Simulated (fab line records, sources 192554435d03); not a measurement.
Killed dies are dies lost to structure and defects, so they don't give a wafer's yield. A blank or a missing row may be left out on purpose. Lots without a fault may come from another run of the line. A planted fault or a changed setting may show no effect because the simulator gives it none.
fab line records | flow n5_finfet
record lots=23 wafers=69 last_day=17
route steps=1938 shown BEOL_M4@1044
lots that met no fault: from a run of the same line without faults
start_h: hours from the record's first day to the start of the lot's first wafer shown | wait_h: hours since the lot's step before | " the same as in the row above | L1.1+2: a row that stands for several wafers | - no value, or no start given | * or withheld: withheld | < > ~ a bound
route shown NAME@n: a module of which the file shows steps, and the number in the route of the first | usual: mean/standard deviation of fault-free wafers | same: alike in all rows | chamber/n: place in a boat | sites: the reading at each site | _std_site: their standard deviation | _edge_site: outer sites' mean less inner sites' | radius_mm: how far each site lies from the wafer's centre | mask NAME#n: copy n | behind: the tool/chamber that last shaped the wafer | hold: why the lot was held/for how many hours/how that ended | device: the transistor (n, p or np) that didn't switch | end of line: the same wafers' tests at the end of the route | a step without rows: its recipe alone | killed: dies lost to structure and defects at the first sort, not the wafer's yield | map: a wafer's dies, x killed, . not, _ none there
set.NAME: the setting as run; set.NAME@STEP: as run at that earlier step | model.NAME: the simulator's own value behind a step, which no gauge read
steps of the route over a sample of lots; a table a step, a row a wafer
services: from which hour (start_h, from the record's first day; less than 0 if before it) a tool's chamber was out of use, for how many hours, and why
## steps
# step N5_BEOL_M4_HM_OPEN_17
# recipe chemistry=Cl2/BCl3 target_depth_a=200 overetch_a=60 target=TiN mask_material=SOC ion_energy_ev=150 pressure_mtorr=10 icp_w=1000 bias_w=126 Cl2_flow_sccm=53.25 bcl3_flow_sccm=21.75 Ar_flow_sccm=25
# usual bias_w=126.0/0.36 chamber_pressure_mTorr=9.998/0.0089 drypump_motor_current_A=6.0/0.46 oes_ar_750_au=0.80/0.047 oes_product_au=0.69/0.037 rf_fwd_power_W=992.9/2.8 throttle_valve_pct=22.12/0.18
# columns lot.wafer tool chamber start_h wait_h bias_w chamber_pressure_mTorr drypump_motor_current_A oes_ar_750_au oes_product_au rf_fwd_power_W rf_hours_counter_h throttle_valve_pct
L074.3 rie_metal-03 1 155.45 0.1 126.0 9.987 6.1 0.91 0.79 995.1 - 22.50
L074.5 " 0 " " 125.6 10.002 6.5 0.81 0.72 989.8 - 22.05
L074.6 " 1 " " 125.9 9.995 6.2 0.91 0.79 991.6 - 22.49
L075.3 rie_metal-01 0 155.69 0.1 125.8 10.009 5.8 0.79 0.69 991.3 - 22.05
L075.4 " 1 " " 125.8 10.010 5.8 0.79 0.68 994.3 - 22.14
L075.6 " 1 " " 125.7 9.992 5.8 0.79 0.69 995.8 - 22.11
L076.3 rie_metal-03 1 170.53 0.1 125.9 9.998 6.2 0.90 0.78 991.5 - 22.51
L076.4 " 0 " " 127.1 9.996 6.5 0.81 0.71 991.2 - 22.04
L076.6 " 0 " " 126.3 9.993 6.5 0.80 0.71 992.1 - 22.06
L077.2 rie_metal-02 1 171.46 0.0 125.9 9.995 5.2 0.86 0.71 991.3 25 22.09
L077.5 " 0 " " 126.1 10.002 6.4 0.76 0.66 991.5 - 21.91
L077.6 " 1 " " 125.9 10.006 5.2 0.86 0.73 992.7 - 22.10
L078.1 rie_metal-03 0 186.04 0.0 125.8 9.992 6.5 0.81 0.70 991.4 22 22.06
L078.3 " 0 " " 125.9 9.988 6.4 0.80 0.70 990.6 - 22.07
L078.6 " 0 " " 125.8 10.009 6.5 0.80 0.71 989.2 - 22.05
L080.1 rie_metal-02 0 188.82 0.0 125.7 9.990 6.3 0.76 0.66 995.4 41 21.90
L080.2 " 1 " " 126.0 10.002 5.2 0.85 0.71 989.9 26 22.13
L080.4 " 0 " " 125.6 9.994 6.4 0.76 0.65 996.1 - 21.89
L079.1 rie_metal-03 0 192.40 0.0 125.9 9.992 6.5 0.80 0.70 993.8 22 22.05
L079.3 " 0 " " 126.3 10.009 6.5 0.81 0.71 993.4 - 22.05
L079.5 " 0 " " 126.2 10.002 6.4 0.80 0.71 992.9 - 22.05
L081.2 rie_metal-02 1 199.75 0.0 125.6 10.002 5.2 0.85 0.70 992.9 28 22.13
L081.5 " 0 " " 126.2 9.974 6.3 0.75 0.66 996.4 - 21.90
L081.6 " 1 " " 126.2 9.988 5.2 0.84 0.70 991.0 - 22.11
L082.1 rie_metal-03 0 202.13 0.0 125.6 10.007 6.5 0.80 0.71 995.3 24 22.05
L082.2 " 1 " " 126.7 10.005 6.1 0.90 0.76 995.5 5 22.51
L082.3 " 1 " " 126.1 9.994 6.2 0.90 0.78 993.6 - 22.50
L083.3 rie_metal-03 0 211.66 0.1 125.1 9.997 6.5 0.79 0.70 991.9 - 22.07
L083.4 " 1 " " 126.0 10.013 6.2 0.88 0.76 997.4 - 22.50
L083.5 " 0 " " 124.7 10.007 6.5 0.79 0.70 997.5 - 22.06
L084.3 rie_metal-01 1 224.42 0.1 126.0 9.991 5.8 0.77 0.67 987.6 - 22.12
L084.4 " 0 " " 126.1 9.992 5.8 0.78 0.68 994.8 - 22.09
L084.6 " 1 " " 127.0 10.001 5.8 0.77 0.66 987.5 - 22.16
L086.2 rie_metal-02 0 226.29 0.0 126.2 10.003 6.4 0.75 0.65 998.4 45 21.90
L086.3 " 1 " " 125.8 9.988 5.2 0.83 0.71 994.1 - 22.12
L086.5 " 0 " " 125.7 9.995 6.4 0.75 0.66 994.6 - 21.90
L085.2 rie_metal-01 0 230.69 0.0 125.8 9.981 5.8 0.77 0.67 989.1 46 22.06
L085.4 " 0 " " 126.0 9.995 5.8 0.77 0.67 989.8 - 22.07
L085.5 " 0 " " 125.6 9.986 5.8 0.78 0.67 992.4 - 22.07
L087.3 rie_metal-02 0 236.78 0.1 126.1 10.010 6.3 0.74 0.64 995.6 - 21.93
L087.4 " 1 " " 126.6 9.993 5.2 0.84 0.70 992.6 - 22.13
L087.5 " 0 " " 126.0 9.995 6.4 0.75 0.64 996.0 - 21.91
L089.1 rie_metal-03 0 243.16 0.0 125.9 10.006 6.5 0.79 0.69 995.4 27 22.07
L089.5 " 1 " " 126.0 10.003 6.1 0.87 0.74 991.7 - 22.54
L089.6 " 0 " " 126.2 10.005 6.5 0.79 0.70 998.9 - 22.05
L090.2 rie_metal-02 1 251.44 0.0 126.1 9.999 5.2 0.82 0.69 987.6 33 22.14
L090.5 " 0 " " 126.5 10.007 6.3 0.75 0.65 991.6 - 21.91
L090.6 " 1 " " 126.4 9.994 5.2 0.83 0.70 991.9 - 22.13
L091.1 rie_metal-02 1 264.02 0.0 126.1 10.006 5.2 0.83 0.70 995.8 34 22.14
L091.2 " 0 " " 125.6 9.994 6.4 0.74 0.64 993.4 49 21.92
L091.6 " 1 " " 126.1 9.987 5.2 0.83 0.70 992.2 - 22.16
L092.1 rie_metal-03 1 265.29 0.0 126.2 10.001 6.2 0.86 0.74 992.6 11 22.53
L092.3 " 1 " " 125.7 10.009 6.1 0.86 0.73 990.4 - 22.52
L092.4 " 0 " " 125.9 9.989 6.5 0.78 0.68 986.7 - 22.07
L093.2 rie_metal-02 0 270.58 0.0 125.7 10.005 6.4 0.74 0.65 996.8 49 21.90
L093.4 " 0 " " 126.0 9.996 6.4 0.74 0.64 993.2 - 21.92
L093.5 " 1 " " 125.9 9.992 5.2 0.82 0.70 991.8 - 22.12
L094.1 rie_metal-03 1 276.93 0.0 125.9 10.002 6.1 0.86 0.73 991.8 11 22.54
L094.2 " 0 " " 125.9 9.993 6.5 0.78 0.68 988.9 30 22.08
L094.3 " 0 " " 125.7 10.009 6.5 0.78 0.69 993.8 - 22.06
L095.2 rie_metal-01 1 280.28 0.0 125.4 10.006 5.8 0.75 0.65 991.8 44 22.16
L095.3 " 0 " " 126.2 10.002 5.8 0.76 0.66 992.1 - 22.08
L095.5 " 0 " " 126.4 9.997 5.8 0.76 0.65 993.2 - 22.10
L096.2 rie_metal-01 0 289.11 0.0 125.6 10.010 5.8 0.75 0.66 991.6 52 22.09
L096.4 " 1 " " 125.6 10.012 5.8 0.76 0.65 991.1 - 22.15
L096.5 " 0 " " 126.2 10.025 5.8 0.76 0.65 992.6 - 22.10
L097.1 rie_metal-02 0 289.18 0.0 126.1 9.993 6.4 0.73 0.64 996.9 50 21.92
L097.3 " 1 " " 126.0 10.003 5.2 0.82 0.69 997.1 - 22.15
L097.5 " 1 " " 126.1 9.995 5.2 0.82 0.70 999.2 - 22.15
# step N5_BEOL_M4_STRIP_97
# recipe chemistry=N2/H2 time_s=10 power_w=450 temp_c=40 pressure_mtorr=20 rf_frequency_hz=6e+07 bias_power_w=7 n2_flow_sccm=200 h2_flow_sccm=200
# usual chamber_pressure_mTorr=19.995/0.025 drypump_motor_current_A=5.9/0.5 oes_product_au=0.77/0.071 rf_vpp_V=59.1/0.9 showerhead_plenum_p_Torr=2.57/0.064 throttle_valve_pct=23.77/0.3
# columns lot.wafer tool chamber start_h wait_h chamber_pressure_mTorr drypump_motor_current_A oes_product_au rf_hours_counter_h rf_vpp_V showerhead_plenum_p_Torr throttle_valve_pct
L074.3 rie_diel-06 2 - - 20.026 5.5 0.79 108 58.8 2.56 23.56
L074.5 " 3 " " 19.983 5.7 0.83 - 59.3 2.56 23.80
L074.6 " 2 " " 19.869 5.5 0.79 - 58.4 2.56 23.57
L075.3 rie_diel-06 0 - - 20.016 6.4 0.70 193 59.5 2.51 24.26
L075.4 " 2 " " 20.024 5.5 0.79 - 59.6 2.56 23.56
L075.6 " 0 " " 20.008 6.4 0.72 - 60.2 2.51 24.26
L076.3 rie_diel-06 3 - - 20.032 5.7 0.82 90 60.1 2.56 23.80
L076.4 " 2 " " 19.984 5.5 0.77 115 57.9 2.56 23.57
L076.6 " 0 " " 19.996 6.4 0.70 - 58.5 2.51 24.26
L077.2 rie_diel-05 1 - - 20.003 6.2 0.84 84 60.1 2.56 24.00
L077.5 " 1 " " 19.990 6.2 0.84 - 59.3 2.56 23.99
L077.6 " 2 " " 19.980 4.9 0.73 - 59.3 2.64 23.40
L078.1 rie_diel-05 1 - - 19.988 6.2 0.82 88 59.9 2.56 23.99
L078.3 " 3 " " 19.989 5.5 0.82 95 61.0 2.66 23.42
L078.6 " 0 " " 20.021 5.5 0.78 - 58.2 2.54 23.55
L080.1 rie_diel-02 1 - - 20.006 6.3 0.70 226 58.9 2.52 23.55
L080.2 " 2 " " 20.000 5.1 0.71 192 59.6 2.51 23.91
L080.4 " 0 " " 20.017 6.5 0.86 58 59.5 2.71 23.86
L079.1 rie_diel-02 1 - - 20.022 6.3 0.69 228 58.4 2.52 23.55
L079.3 " 0 " " 19.997 6.6 0.86 59 58.9 2.71 23.86
L079.5 " 3 " " 20.019 5.9 0.75 - 59.1 2.55 24.01
L081.2 rie_diel-06 3 - - 19.983 5.7 0.82 100 58.7 2.55 23.82
L081.5 " 0 " " 19.995 6.4 0.70 - 58.9 2.51 24.29
L081.6 " 3 " " 19.989 5.7 0.81 - 58.3 2.55 23.80
L082.1 rie_diel-02 0 - - 20.021 6.6 0.86 63 59.7 2.70 23.84
L082.2 " 3 " " 20.021 5.9 0.75 128 60.3 2.55 24.01
L082.3 " 1 " " 19.967 6.2 0.70 231 58.0 2.51 23.55
L083.3 rie_diel-05 3 - - 20.007 5.5 0.80 106 59.2 2.65 23.44
L083.4 " 1 " " 19.977 6.2 0.82 99 59.7 2.56 24.01
L083.5 " 1 " " 20.017 6.2 0.82 - 59.0 2.56 24.01
L084.3 rie_diel-05 0 - - 19.994 5.5 0.78 137 59.9 2.53 23.58
L084.4 " 3 " " 20.009 5.5 0.80 109 59.3 2.65 23.44
L084.6 " 0 " " 19.989 5.5 0.77 - 58.5 2.53 23.57
L086.2 rie_diel-02 0 - - 20.020 6.6 0.83 73 60.2 2.70 23.89
L086.3 " 3 " " 19.992 5.9 0.75 137 57.7 2.54 24.02
L086.5 " 1 " " 19.986 6.3 0.69 - 57.3 2.51 23.57
L085.2 rie_diel-06 1 - - 20.003 5.7 0.67 226 58.3 2.61 23.52
L085.4 " 3 " " 19.976 5.7 0.81 107 58.9 2.55 23.84
L085.5 " 3 " " 20.006 5.7 0.80 - 58.7 2.55 23.81
L087.3 rie_diel-06 0 - - 19.985 6.4 0.68 227 57.4 2.50 24.30
L087.4 " 1 " " 19.969 5.7 0.67 227 59.1 2.61 23.50
L087.5 " 3 " " 19.987 5.7 0.80 - 59.0 2.55 23.82
L089.1 rie_diel-05 0 - - 19.994 5.5 0.77 147 58.5 2.53 23.58
L089.5 " 1 " " 20.006 6.2 0.80 - 60.1 2.55 24.02
L089.6 " 0 " " 20.013 5.5 0.76 - 60.6 2.53 23.58
L090.2 rie_diel-06 0 - - 19.963 6.4 0.68 232 59.8 2.50 24.31
L090.5 " 1 " " 19.985 5.7 0.68 - 59.1 2.60 23.52
L090.6 " 2 " " 20.007 5.5 0.76 - 59.4 2.54 23.61
L091.1 rie_diel-02 2 - - 20.013 5.1 0.70 216 58.3 2.50 23.92
L091.2 " 0 " " 19.990 6.5 0.82 90 59.7 2.69 23.90
L091.6 " 0 " " 19.998 6.6 0.82 - 60.2 2.69 23.89
L092.1 rie_diel-02 2 - - 19.984 5.1 0.70 217 58.2 2.50 23.92
L092.3 " 0 " " 19.994 6.5 0.81 91 59.8 2.69 23.91
L092.4 " 3 " " 20.008 5.9 0.72 155 58.9 2.54 24.05
L093.2 rie_diel-02 2 - - 19.988 5.1 0.69 218 60.1 2.50 23.94
L093.4 " 0 " " 19.987 6.5 0.82 92 61.5 2.69 23.90
L093.5 " 3 " " 19.992 5.9 0.73 - 60.2 2.54 24.05
L094.1 rie_diel-05 0 - - 19.988 5.5 0.75 157 57.7 2.52 23.59
L094.2 " 2 " " 20.005 4.9 0.71 222 60.0 2.62 23.44
L094.3 " 1 " " 20.015 6.2 0.79 124 59.9 2.55 24.04
L095.2 rie_diel-02 3 - - 19.971 5.9 0.73 159 57.8 2.53 24.04
L095.3 " 0 " " 19.996 6.6 0.81 96 58.8 2.69 23.91
L095.5 " 1 " " 19.994 6.3 0.96 - 58.0 2.50 23.11
L096.2 rie_diel-02 0 - - 20.009 6.6 0.80 100 59.9 2.69 23.90
L096.4 " 1 " " 19.959 6.3 0.94 10 59.9 2.50 23.10
L096.5 " 2 " " 20.031 5.1 0.69 - 59.8 2.50 23.95
L097.1 rie_diel-02 0 - - 20.009 6.5 0.80 102 59.3 2.69 23.91
L097.3 " 1 " " 19.977 6.3 0.94 11 59.7 2.50 23.10
L097.5 " 0 " " 19.977 6.5 0.80 - 58.2 2.69 23.92
# step N5_BEOL_M4_DEGAS_44
# recipe ambient=vacuum temp_c=250 time_s=60
# usual heater_power_w=319/22
# columns lot.wafer tool chamber start_h wait_h heater_power_w
L074.3 pvd_sputter-01 - 161.80 0.1 332
L074.5 " - " " 342
L074.6 " - " " 324
L075.3 pvd_sputter-03 - 162.25 0.2 321
L075.4 " - " " 378
L075.6 " - " " 373
L076.3 pvd_sputter-03 - 175.93 0.1 326
L076.4 " - " " 344
L076.6 " - " " 321
L077.2 pvd_sputter-03 - 179.03 0.2 290
L077.5 " - " " 343
L077.6 " - " " 323
L078.1 pvd_sputter-01 - 188.39 0.4 301
L078.3 " - " " 332
L078.6 " - " " 329
L080.1 pvd_sputter-03 - 192.69 0.5 342
L080.2 " - " " 318
L080.4 " - " " 296
L079.1 pvd_sputter-01 - 195.80 0.3 300
L079.3 " - " " 319
L079.5 " - " " 338
L081.2 pvd_sputter-01 - 201.76 0.3 302
L081.5 " - " " 330
L081.6 " - " " 337
L082.1 pvd_sputter-02 - 205.11 0.3 324
L082.2 " - " " 312
L082.3 " - " " 289
L083.3 pvd_sputter-02 - 218.66 0.3 282
L083.4 " - " " 320
L083.5 " - " " 297
L084.3 pvd_sputter-01 - 226.36 0.0 300
L084.4 " - " " 330
L084.6 " - " " 325
L086.2 pvd_sputter-01 - 229.70 0.7 303
L086.3 " - " " 323
L086.5 " - " " 307
L085.2 pvd_sputter-02 - 232.90 0.2 289
L085.4 " - " " 286
L085.5 " - " " 320
L087.3 pvd_sputter-02 - 242.94 0.6 328
L087.4 " - " " 293
L087.5 " - " " 290
L089.1 pvd_sputter-02 - 253.58 0.2 284
L089.5 " - " " 314
L089.6 " - " " 292
L090.2 pvd_sputter-03 - 253.95 0.0 294
L090.5 " - " " 292
L090.6 " - " " 324
L091.1 pvd_sputter-02 - 269.99 0.3 295
L091.2 " - " " 331
L091.6 " - " " 291
L092.1 pvd_sputter-01 - 273.48 0.4 328
L092.3 " - " " 339
L092.4 " - " " 299
L093.2 pvd_sputter-03 - 276.70 0.7 284
L093.4 " - " " 322
L093.5 " - " " 325
L094.1 pvd_sputter-01 - 279.70 0.2 301
L094.2 " - " " 324
L094.3 " - " " 323
L095.2 pvd_sputter-01 - 285.17 0.5 342
L095.3 " - " " 304
L095.5 " - " " 309
L096.2 pvd_sputter-03 - 296.62 0.7 324
L096.4 " - " " 351
L096.5 " - " " 281
L097.1 pvd_sputter-02 - 300.19 0.3 289
L097.3 " - " " 326
L097.5 " - " " 290
# step N5_BEOL_M4_ANNEAL_49
# recipe temp_c=400 time_s=240 ambient=vacuum
# usual heater_power_w=791/53 susceptor_temp_C_max=400.9/0.46
# columns lot.wafer tool chamber start_h wait_h heater_power_w susceptor_temp_C_max
L074.3 pvd_sputter-01 - 162.52 0.0 810 401.5
L074.5 " - " " 805 401.8
L074.6 " - " " 794 401.1
L075.3 pvd_sputter-03 - 163.05 0.0 784 401.0
L075.4 " - " " 917 400.8
L075.6 " - " " 824 400.2
L076.3 pvd_sputter-01 - 176.87 0.0 816 401.7
L076.4 " - " " 815 401.3
L076.6 " - " " 818 401.9
L077.2 pvd_sputter-01 - 179.71 0.0 819 401.4
L077.5 " - " " 824 401.4
L077.6 " - " " 763 401.2
L078.1 pvd_sputter-03 - 190.17 0.0 729 400.6
L078.3 " - " " 786 400.6
L078.6 " - " " 734 401.5
L080.1 pvd_sputter-01 - 193.42 0.0 818 400.8
L080.2 " - " " 755 401.3
L080.4 " - " " 797 400.9
L079.1 pvd_sputter-01 - 196.94 0.0 806 401.0
L079.3 " - " " 824 402.0
L079.5 " - " " 743 401.1
L081.2 pvd_sputter-02 - 202.49 0.0 797 400.4
L081.5 " - " " 720 400.5
L081.6 " - " " 799 400.8
L082.1 pvd_sputter-03 - 206.26 0.0 718 400.9
L082.2 " - " " 847 400.9
L082.3 " - " " 827 400.6
L083.3 pvd_sputter-01 - 219.83 0.0 861 400.2
L083.4 " - " " 807 401.4
L083.5 " - " " 753 401.2
L084.3 pvd_sputter-02 - 227.22 0.0 764 400.9
L084.4 " - " " 726 401.3
L084.6 " - " " 802 400.5
L086.2 pvd_sputter-02 - 230.66 0.0 786 400.4
L086.3 " - " " 732 400.7
L086.5 " - " " 788 400.3
L085.2 pvd_sputter-01 - 233.56 0.0 820 400.7
L085.4 " - " " 810 401.5
L085.5 " - " " 806 401.3
L087.3 pvd_sputter-02 - 243.80 0.0 716 400.8
L087.4 " - " " 786 400.5
L087.5 " - " " 816 400.2
L089.1 pvd_sputter-03 - 254.55 0.0 860 401.1
L089.5 " - " " 934 400.2
L089.6 " - " " 837 401.4
L090.2 pvd_sputter-02 - 254.82 0.0 805 400.9
L090.5 " - " " 726 400.4
L090.6 " - " " 816 400.9
L091.1 pvd_sputter-02 - 270.87 0.0 739 400.5
L091.2 " - " " 788 400.8
L091.6 " - " " 700 400.4
L092.1 pvd_sputter-03 - 274.14 0.0 903 400.7
L092.3 " - " " 855 400.9
L092.4 " - " " 731 400.9
L093.2 pvd_sputter-02 - 277.71 0.0 818 400.7
L093.4 " - " " 729 400.7
L093.5 " - " " 726 401.1
L094.1 pvd_sputter-01 - 280.47 0.0 818 400.8
L094.2 " - " " 753 401.1
L094.3 " - " " 798 401.7
L095.2 pvd_sputter-01 - 286.01 0.0 805 401.7
L095.3 " - " " 833 400.6
L095.5 " - " " 839 400.7
L096.2 pvd_sputter-01 - 297.68 0.0 800 401.7
L096.4 " - " " 822 400.8
L096.5 " - " " 825 400.3
L097.1 pvd_sputter-02 - 300.97 0.0 789 400.6
L097.3 " - " " 813 400.6
L097.5 " - " " 806 400.0
# step N5_BEOL_M4_SPUTTER_86
# recipe material=Cu target_thk_a=45 temp_c=-20 chamber_pressure_pa=0.07 power_w=withheld time_s=8.29
# usual chamber_pressure_pa=0.06998/0.00013 substrate_temp_c=-20.02/0.1 throttle_valve_pct=29.8/1.3
# columns lot.wafer tool chamber start_h wait_h chamber_pressure_pa substrate_temp_c throttle_valve_pct
L074.3 pvd_sputter-01 - 163.10 0.1 0.06997 -19.84 31.4
L074.5 " - " " 0.07005 -19.92 31.2
L074.6 " - " " 0.06983 -20.27 29.4
L075.3 pvd_sputter-03 - 163.63 0.1 0.07011 -19.87 30.4
L075.4 " - " " 0.06987 -19.93 30.6
L075.6 " - " " 0.06984 -19.94 29.8
L076.3 pvd_sputter-01 - 177.45 0.1 0.06999 -19.92 31.0
L076.4 " - " " 0.07004 -20.05 31.3
L076.6 " - " " 0.07006 -19.99 30.9
L077.2 pvd_sputter-01 - 180.29 0.1 0.06993 -20.08 30.8
L077.5 " - " " 0.06984 -20.04 31.2
L077.6 " - " " 0.06996 -19.88 29.0
L078.1 pvd_sputter-03 - 190.75 0.1 0.06998 -19.95 29.7
L078.3 " - " " 0.07007 -19.98 30.1
L078.6 " - " " 0.07 -19.97 29.8
L080.1 pvd_sputter-01 - 194.00 0.1 0.06978 -20.04 29.3
L080.2 " - " " 0.07004 -19.88 29.1
L080.4 " - " " 0.06996 -19.93 30.7
L079.1 pvd_sputter-01 - 197.52 0.1 0.07001 -20.09 31.0
L079.3 " - " " 0.06992 -20.03 30.7
L079.5 " - " " 0.06993 -20.03 28.7
L081.2 pvd_sputter-02 - 203.07 0.1 0.06993 -19.96 30.0
L081.5 " - " " 0.0697 -19.91 26.7
L081.6 " - " " 0.06992 -19.96 28.5
L082.1 pvd_sputter-03 - 206.84 0.1 0.06985 -19.93 30.0
L082.2 " - " " 0.0699 -20.10 31.9
L082.3 " - " " 0.0699 -20.10 30.1
L083.3 pvd_sputter-01 - 220.41 0.1 0.06987 -19.98 29.3
L083.4 " - " " 0.06995 -19.94 30.7
L083.5 " - " " 0.06995 -19.82 29.1
L084.3 pvd_sputter-02 - 227.80 0.1 0.07018 -19.97 29.9
L084.4 " - " " 0.06999 -20.04 30.1
L084.6 " - " " 0.06964 -20.27 28.5
L086.2 pvd_sputter-02 - 231.24 0.1 0.07007 -20.10 28.7
L086.3 " - " " 0.07001 -19.91 26.5
L086.5 " - " " 0.06999 -20.10 29.7
L085.2 pvd_sputter-01 - 234.14 0.1 0.06994 -20.16 29.3
L085.4 " - " " 0.07027 -20.10 30.8
L085.5 " - " " 0.06982 -19.90 31.5
L087.3 pvd_sputter-02 - 244.38 0.1 0.0697 -20.11 30.4
L087.4 " - " " 0.07 -20.07 30.0
L087.5 " - " " 0.06981 -19.99 28.5
L089.1 pvd_sputter-03 - 255.13 0.1 0.07024 -19.98 32.3
L089.5 " - " " 0.06972 -19.97 30.3
L089.6 " - " " 0.06992 -20.12 31.9
L090.2 pvd_sputter-02 - 255.40 0.1 0.07007 -19.97 28.9
L090.5 " - " " 0.0697 -19.82 26.8
L090.6 " - " " 0.06987 -20.16 28.8
L091.1 pvd_sputter-02 - 271.45 0.1 0.06997 -19.99 30.2
L091.2 " - " " 0.07016 -20.01 28.7
L091.6 " - " " 0.06989 -20.08 30.1
L092.1 pvd_sputter-03 - 274.72 0.1 0.07023 -20.06 30.3
L092.3 " - " " 0.07006 -20.06 32.1
L092.4 " - " " 0.06992 -19.94 29.7
L093.2 pvd_sputter-02 - 278.29 0.1 0.0701 -20.00 28.7
L093.4 " - " " 0.06996 -19.96 26.7
L093.5 " - " " 0.07014 -20.00 30.4
L094.1 pvd_sputter-01 - 281.05 0.1 0.07005 -19.96 29.6
L094.2 " - " " 0.06994 -19.88 29.2
L094.3 " - " " 0.06993 -19.93 30.6
L095.2 pvd_sputter-01 - 286.59 0.1 0.06998 -20.14 30.9
L095.3 " - " " 0.07012 -20.13 29.3
L095.5 " - " " 0.07016 -19.98 29.4
L096.2 pvd_sputter-01 - 298.26 0.1 0.06983 -19.99 30.7
L096.4 " - " " 0.07002 -20.02 29.4
L096.5 " - " " 0.06993 -20.09 29.5
L097.1 pvd_sputter-02 - 301.55 0.1 0.0701 -19.97 30.1
L097.3 " - " " 0.06995 -20.14 28.6
L097.5 " - " " 0.0699 -20.06 28.8
# step N5_BEOL_M4_SPUTTER_92
# recipe material=Cu target_thk_a=45 temp_c=-20 chamber_pressure_pa=0.07 power_w=withheld time_s=8.29
# usual chamber_pressure_pa=0.07002/0.00013 substrate_temp_c=-20.00/0.11 throttle_valve_pct=29.8/1.2
# columns lot.wafer tool chamber start_h wait_h chamber_pressure_pa substrate_temp_c throttle_valve_pct
L074.3 pvd_sputter-01 - 163.76 0.1 0.07007 -19.92 31.4
L074.5 " - " " 0.07015 -19.73 31.3
L074.6 " - " " 0.07008 -20.03 29.3
L075.3 pvd_sputter-03 - 164.29 0.1 0.06996 -19.96 30.0
L075.4 " - " " 0.07017 -19.87 30.7
L075.6 " - " " 0.06993 -19.96 30.2
L076.3 pvd_sputter-01 - 178.11 0.1 0.07022 -19.93 30.6
L076.4 " - " " 0.06992 -19.98 31.1
L076.6 " - " " 0.07015 -20.16 30.7
L077.2 pvd_sputter-01 - 180.95 0.1 0.06986 -19.93 30.6
L077.5 " - " " 0.07004 -20.06 31.4
L077.6 " - " " 0.06975 -20.10 29.1
L078.1 pvd_sputter-03 - 191.41 0.1 0.0701 -20.12 30.0
L078.3 " - " " 0.06994 -20.08 30.1
L078.6 " - " " 0.07001 -20.10 29.9
L080.1 pvd_sputter-01 - 194.66 0.1 0.06984 -20.03 29.3
L080.2 " - " " 0.07023 -20.04 28.9
L080.4 " - " " 0.07018 -19.75 30.5
L079.1 pvd_sputter-01 - 198.18 0.1 0.07007 -20.20 31.2
L079.3 " - " " 0.06981 -20.04 30.7
L079.5 " - " " 0.06994 -20.09 28.7
L081.2 pvd_sputter-02 - 203.73 0.1 0.07002 -19.85 30.0
L081.5 " - " " 0.07011 -20.03 27.0
L081.6 " - " " 0.07001 -19.92 28.9
L082.1 pvd_sputter-03 - 207.50 0.1 0.07007 -19.89 30.0
L082.2 " - " " 0.07003 -20.10 32.0
L082.3 " - " " 0.0701 -20.16 30.2
L083.3 pvd_sputter-01 - 221.07 0.1 0.07026 -19.97 29.3
L083.4 " - " " 0.06996 -19.92 31.0
L083.5 " - " " 0.07006 -20.15 28.9
L084.3 pvd_sputter-02 - 228.46 0.1 0.06993 -19.93 29.9
L084.4 " - " " 0.07017 -20.03 30.4
L084.6 " - " " 0.07007 -19.79 28.6
L086.2 pvd_sputter-02 - 231.90 0.1 0.06998 -20.08 28.5
L086.3 " - " " 0.07014 -20.15 26.7
L086.5 " - " " 0.06995 -19.83 29.7
L085.2 pvd_sputter-01 - 234.80 0.1 0.07007 -19.89 29.4
L085.4 " - " " 0.07008 -20.15 30.8
L085.5 " - " " 0.06997 -20.04 31.3
L087.3 pvd_sputter-02 - 245.04 0.1 0.06999 -20.00 30.2
L087.4 " - " " 0.07015 -20.07 29.6
L087.5 " - " " 0.07004 -19.95 28.8
L089.1 pvd_sputter-03 - 255.79 0.1 0.06978 -20.02 31.8
L089.5 " - " " 0.07012 -20.00 30.2
L089.6 " - " " 0.06966 -20.05 31.9
L090.2 pvd_sputter-02 - 256.06 0.1 0.07019 -19.99 28.6
L090.5 " - " " 0.07036 -20.20 26.4
L090.6 " - " " 0.06979 -19.89 28.8
L091.1 pvd_sputter-02 - 272.11 0.1 0.06997 -20.04 30.1
L091.2 " - " " 0.06995 -20.03 28.8
L091.6 " - " " 0.07024 -19.98 30.2
L092.1 pvd_sputter-03 - 275.38 0.1 0.06971 -20.03 30.5
L092.3 " - " " 0.07006 -19.84 31.9
L092.4 " - " " 0.07017 -20.06 29.8
L093.2 pvd_sputter-02 - 278.95 0.1 0.06981 -19.93 28.8
L093.4 " - " " 0.07007 -20.02 26.8
L093.5 " - " " 0.07002 -19.97 30.2
L094.1 pvd_sputter-01 - 281.71 0.1 0.07006 -20.10 29.5
L094.2 " - " " 0.07009 -19.90 29.1
L094.3 " - " " 0.0699 -19.89 30.7
L095.2 pvd_sputter-01 - 287.25 0.1 0.07005 -19.91 31.0
L095.3 " - " " 0.07011 -19.87 29.3
L095.5 " - " " 0.07009 -20.03 29.5
L096.2 pvd_sputter-01 - 298.92 0.1 0.07007 -19.96 30.6
L096.4 " - " " 0.06989 -20.17 29.3
L096.5 " - " " 0.06986 -20.06 29.5
L097.1 pvd_sputter-02 - 302.21 0.1 0.07024 -19.98 29.9
L097.3 " - " " 0.07019 -20.16 28.7
L097.5 " - " " 0.07006 -20.04 28.9
## services
# columns tool chamber start_h hours kind
rie_metal-02 - 141.53 14.6 pm
rie_diel-02 - 156.72 16.8 repair
rie_diel-06 1 161.09 4.9 repair
rie_diel-05 2 164.28 5.6 repair
rie_metal-03 1 181.20 12.1 repair
rie_diel-06 3 211.16 15.1 repair
rie_diel-02 2 226.34 13.2 repair
rie_diel-06 1 233.21 4.6 repair
rie_diel-06 - 242.52 0.3 repair
rie_metal-03 - 249.95 2.8 pm
rie_diel-02 1 251.75 - clean
rie_diel-02 1 251.75 - consumable_replace:focus_ring
rie_diel-02 1 251.75 19.5 scheduled_down
rie_diel-02 1 251.75 19.5 vent_cycle
rie_diel-06 0 289.58 6.3 repair
rie_metal-02 - 293.03 1.4 pm
rie_diel-05 3 300.97 6.5 repair
## key
fault none
